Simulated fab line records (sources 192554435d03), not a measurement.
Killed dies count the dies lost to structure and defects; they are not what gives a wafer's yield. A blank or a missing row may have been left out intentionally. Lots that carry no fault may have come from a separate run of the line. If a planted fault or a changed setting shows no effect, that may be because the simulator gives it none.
A struck lot beside a sound one -- flow n5 finfet -- 15 out of 1938 route steps
Sound: these wafers, L240.2, L240.4, L240.5. Struck: wafer L251.1. (L251.4, L251.5 of the same lot were not struck and are left out.) The cause comes at the end.
Each step with rows lists, per side, the tool, then ch with its chambers, then its first start. Under that, the readings that differ: sound wafers -- struck wafers -- difference of the means -- sigmas: that difference in standard deviations of wafers without a fault.
alike: words and numbers the same on both sides, and readings whose means are apart by under 2 such deviations; not compared: readings that were withheld, readings missing a value for some wafer, numbers with overlapping values and no deviation given by the record, and bounds like >300 which may hide the same value.
A row with sigmas, a row that says differs or no value, or rows on one side alone: a step with any of these is where the two part. Non-overlapping numbers with no deviation appear without sigmas and do not part them. A reading that every wafer of one side lacks parts them only if that side has two wafers or more.

first, 8 steps without rows for these wafers: N5_BEOL_M14_COAT_66 (time 60 s, resist thk 110 nm); N5_BEOL_M14_COAT_22 (resist thk 300 nm); N5_BEOL_M14_EBR_24; N5_BEOL_M14_SOFTBAKE_23 (time 60 s); N5_BEOL_M14_EXPOSE_25 (exposes mask M14, target cd 280 nm); N5_BEOL_M14_PEB_26 (peb time 90 s); N5_BEOL_M14_DEVELOP_27 (develop time 45 s); N5_BEOL_M14_HARDBAKE_32 (time 120 s).
N5_BEOL_M14_CD_MEAS_28 targets a cd of 284.4 nm.
  sound on cd sem-03 ch 0, day 12 18:20; struck on cd sem-02 ch 0, day 15 10:25
  alike: cd nm
N5_BEOL_M14_OVL_MEAS_29:
  sound on overlay-02 ch 0, day 12 18:22; struck on overlay-01 ch 0, day 15 10:27
reading,sound,struck,difference,sigmas
M14_OVL (nm),-7 -6 -6,8,+14,+3
N5_BEOL_M14_INSPECT_30: inspects for defects (macro).
  sound on defect inspect-02, day 12 18:24; struck on defect inspect-01, day 15 10:29
  alike: raw defect count
N5_BEOL_M14_DESCUM_33: chemistry O2, time 7.9 s.
  sound on rie diel-06 ch 0,1, day 12 19:01; struck on rie diel-01 ch 1, day 15 10:58
  alike: drypump motor current A, oes product au, rf vpp V, showerhead plenum p Torr, throttle valve pct
  not compared: rf hours counter h
N5_BEOL_M14_ETCH_67: etches SiARC in CF4, target depth 143 nm, time 238.3 s.
  sound on rie diel-06 ch 0,1, day 12 19:02; struck on rie diel-01 ch 1, day 15 11:00
reading,sound,struck,difference,sigmas
etch rf on time s (s),241 243 240,286,+45,+8
  alike: drypump motor current A, oes product au, rf vpp V, showerhead plenum p Torr, throttle valve pct
  not compared: rf hours counter h
N5_BEOL_M14_ETCH_68: etches SOC in N2/H2, time 450 s.
  sound on rie diel-06 ch 0,1, day 12 19:11; struck on rie diel-01 ch 1, day 15 11:08
  alike: drypump motor current A, oes product au, rf vpp V, showerhead plenum p Torr, throttle valve pct
  not compared: rf hours counter h
N5_PASSIVATION_PROBE_49:
  sound on prober-02, day 14 09:43; struck on prober-01, day 16 18:23
reading,sound,struck,difference,sigmas
defect limited yield (%),91.4 89.9 90.3,93.5,+3.0,+2
killed dies,101 119 115,77,-35,-2
killed open,71 82 84,44,-35,-3
sort_bin_5_function (%),4.9 5.3 6.5,3.4,-2.2,-2
  alike: killed_at_M0_to_M3, killed_at_M4_up, killed at contacts, killed at front end, killed at other, killed short, sort_bin_4_leakage, sort_bin_6_memory, sort_bin_8_speed, sort n pass, sort yield pct

WHERE THEY PART
Earliest at N5_BEOL_M14_OVL_MEAS_29; latest, in this record, at N5_PASSIVATION_PROBE_49.

WHY: the cause the simulator had injected
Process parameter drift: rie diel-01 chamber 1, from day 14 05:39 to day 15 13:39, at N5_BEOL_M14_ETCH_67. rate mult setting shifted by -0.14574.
